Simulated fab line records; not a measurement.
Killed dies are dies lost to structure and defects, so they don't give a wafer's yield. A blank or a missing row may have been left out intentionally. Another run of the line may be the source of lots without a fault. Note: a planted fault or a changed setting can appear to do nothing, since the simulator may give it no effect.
Matching of chambers :: flow n5 finfet :: N5_BEOL_M0_SAQP_ALD_48 on ald sin-01 has 4 sister chambers
The step deposits SiO2, target thk 20 nm, pulse time 1 s, co reactant pulse time 1 s. 22 wafers are shown with their chamber, then 11 later ones without.

## WAFERS, EACH WITH ITS CHAMBER
wafer: L075.1
chamber: 2
heater power w (W): 73
precursor pulse height rel: 1.035

wafer: L075.3
chamber: 0
heater power w (W): 83
precursor pulse height rel: 1.010

wafer: L075.6
chamber: 0
heater power w (W): 86
precursor pulse height rel: 1.017

wafer: L074.4
chamber: 3
heater power w (W): 68
precursor pulse height rel: 1.002

wafer: L074.5
chamber: 1
heater power w (W): 70
precursor pulse height rel: 1.013

wafer: L074.6
chamber: 2
heater power w (W): 76
precursor pulse height rel: 1.022

wafer: L077.1
chamber: 3
heater power w (W): 71
precursor pulse height rel: 1.032

wafer: L077.2
chamber: 0
heater power w (W): 84
precursor pulse height rel: 0.963

wafer: L077.6
chamber: 2
heater power w (W): 73
precursor pulse height rel: 0.995

wafer: L078.3
chamber: 3
heater power w (W): 72
precursor pulse height rel: 1.032

wafer: L078.4
chamber: 2
heater power w (W): 75
precursor pulse height rel: 0.997

wafer: L078.5
chamber: 0
heater power w (W): 84
precursor pulse height rel: 0.981

wafer: L082.1
chamber: 3
heater power w (W): 69
precursor pulse height rel: 1.009

wafer: L082.4
chamber: 1
heater power w (W): 72
precursor pulse height rel: 1.008

wafer: L082.5
chamber: 3
heater power w (W): 70
precursor pulse height rel: 0.990

wafer: L086.3
chamber: 2
heater power w (W): 76
precursor pulse height rel: 1.012

wafer: L086.5
chamber: 2
heater power w (W): 75
precursor pulse height rel: 0.987

wafer: L086.6
chamber: 3
heater power w (W): 70
precursor pulse height rel: 0.999

wafer: L090.1
chamber: 1
heater power w (W): 71
precursor pulse height rel: 0.994

wafer: L090.3
chamber: 0
heater power w (W): 86
precursor pulse height rel: 1.034

wafer: L090.4
chamber: 3
heater power w (W): 70
precursor pulse height rel: 0.982

wafer: L091.3
chamber: 3
heater power w (W): 69
precursor pulse height rel: 0.992

SIGNATURES (averages over the wafers above)
reading: heater power w
chamber 0: 84.60
chamber 1: 71.00
chamber 2: 74.67
chamber 3: 69.88
scatter within a chamber: 1.28

reading: precursor pulse height rel
chamber 0: 1.00100
chamber 1: 1.00500
chamber 2: 1.00800
chamber 3: 1.00475
scatter within a chamber: 0.0205
Rule: a wafer lies at a distance from a chamber equal to the root of the sum of squares, over the readings, of (its reading less the chamber's mean, divided by the reading's scatter). If the next closest chamber is less than 2 further off than the closest, the wafer can't be placed; otherwise it belongs to the closest. The scatter is the square root of a quotient: the sum, over the shown wafers, of each reading's squared deviation from its chamber's mean, divided by wafers minus chambers.

## WAFERS WITH NO CHAMBER GIVEN
wafer: L091.4
heater power w (W): 86
precursor pulse height rel: 1.013

wafer: L091.5
heater power w (W): 76
precursor pulse height rel: 1.026

wafer: L093.1
heater power w (W): 75
precursor pulse height rel: 1.000

wafer: L093.4
heater power w (W): 70
precursor pulse height rel: 1.008

wafer: L093.5
heater power w (W): 69
precursor pulse height rel: 1.002

wafer: L094.1
heater power w (W): 83
precursor pulse height rel: 0.981

wafer: L094.2
heater power w (W): 76
precursor pulse height rel: 0.972

wafer: L094.4
heater power w (W): 70
precursor pulse height rel: 0.997

wafer: L096.3
heater power w (W): 72
precursor pulse height rel: 0.988

wafer: L096.4
heater power w (W): 72
precursor pulse height rel: 1.020

wafer: L096.5
heater power w (W): 70
precursor pulse height rel: 1.013

## CHAMBER TAKEN BY EACH
wafer: L091.4
from the rows above: 0
in truth: 0

wafer: L091.5
from the rows above: 2
in truth: 2

wafer: L093.1
from the rows above: 2
in truth: 2

wafer: L093.4
from the rows above: can't be placed: 3 or 1
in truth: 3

wafer: L093.5
from the rows above: can't be placed: 3 or 1
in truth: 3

wafer: L094.1
from the rows above: 0
in truth: 0

wafer: L094.2
from the rows above: 2
in truth: 2

wafer: L094.4
from the rows above: can't be placed: 3 or 1
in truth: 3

wafer: L096.3
from the rows above: can't be placed: 1 or 3 or 2
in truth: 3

wafer: L096.4
from the rows above: can't be placed: 1 or 3 or 2
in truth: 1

wafer: L096.5
from the rows above: can't be placed: 3 or 1
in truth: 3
Correct placement for 5 of the 11. Can't be placed from these rows: 6 (the true chamber is among the candidates in 6). Wrongly placed: 0.
